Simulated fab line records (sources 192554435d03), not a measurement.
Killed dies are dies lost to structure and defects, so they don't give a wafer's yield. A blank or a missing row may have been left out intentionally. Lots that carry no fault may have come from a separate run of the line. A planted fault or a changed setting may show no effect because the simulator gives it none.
Problem report, 8D (eight disciplines) form, completed by code	flow n5_finfet	the parts of the form that need people (team, actions taken, sign-off) are left out

## 1. THE ISSUE
Across 6 wafers from 2 lots, FIN_CUT_OVL at N5_FIN_CUT_OVL_MEAS_09 averages 4.3 nm, while fault-free wafers read -0.3 nm with a standard deviation of 0.62. That is +7.5 standard deviations from the usual mean.
Earliest sighting: wafer L345.1 on overlay-01 at day 5 00:40. At this step, 18 wafers from 6 lots have a number in the record. By rule, "out" or "out of limits" means more than 4 standard deviations away from the usual mean. The other wafers with a number count as sound.

## 2. WHAT IT IS; WHAT IT IS NOT
question	is	is not
which readings at this step	FIN_CUT_OVL	-
which lots	L345, L347	L339, L340, L353, L354
which wafers of those lots	all that have a number	-
read on which gauges	overlay-01, overlay-02	-
when	from day 5 00:40	up to then (6 sound wafers); but 6 sound wafers of L353, L354 came after

## 3. THE SUSPECTS, EACH WITH WHAT RULES IT OUT
Counting: a tool stays on the suspect list if, at a process step up to the reading, it processed all lots that are out and no sound lot following the first of them.
- the gauge at N5_FIN_CUT_OVL_MEAS_09 is ruled out. Those wafers that are out were read across 2 gauges (overlay-01, overlay-02).
- euv_scanner-01 at N5_FIN_CUT_EXPOSE_05 (exposes mask FIN CUT): kept. All lots that are out passed through it, beginning with L345 at day 5 00:30, and no sound lot followed; its final sound lot before that point was L340 at day 3 14:19.
Remaining after the count: euv_scanner-01 at N5_FIN_CUT_EXPOSE_05.

## 4. THE CAUSE (what the simulator had put in)
Scanner matching overlay: euv_scanner-01, from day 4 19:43 on, at N5_FIN_CUT_EXPOSE_05. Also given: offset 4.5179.
The count eliminated every tool but this one.

## 5. THE EFFECT CHAIN, in route order
Rows list readings where the struck wafers' mean (over those with a number) sits beyond 3 standard deviations from the usual. Only readings for which the record gives a usual standard deviation are gone through. hours: the time from each lot's start at the first step in this table that gives one to its start at this step, as a median over the lots. sigmas: the change in usual standard deviations.
hours	step	reading	usual	on struck wafers	change	sigmas
0	N5_FIN_CUT_OVL_MEAS_09	FIN_CUT_OVL	-0.3 nm	4.3	+4.6	+7.5
Later measuring or inspecting steps at which every struck wafer that the step has a row for has a number for every such reading, and none has moved that far: N5_FIN_CUT_INSPECT_10, N5_BEOL_M4_RC_MEAS_101.

## 6. HOW IT WOULD HAVE BEEN CAUGHT EARLIER
Counted from the fault's start at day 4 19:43, it took 5 hours until the first out-of-limits reading at a measuring or inspecting step in this record, taken at day 5 00:40.
Lots out: 2; of these, L347 started N5_FIN_CUT_EXPOSE_05 on euv_scanner-01 after day 5 00:40. A hold on the tool at that time would have spared it.
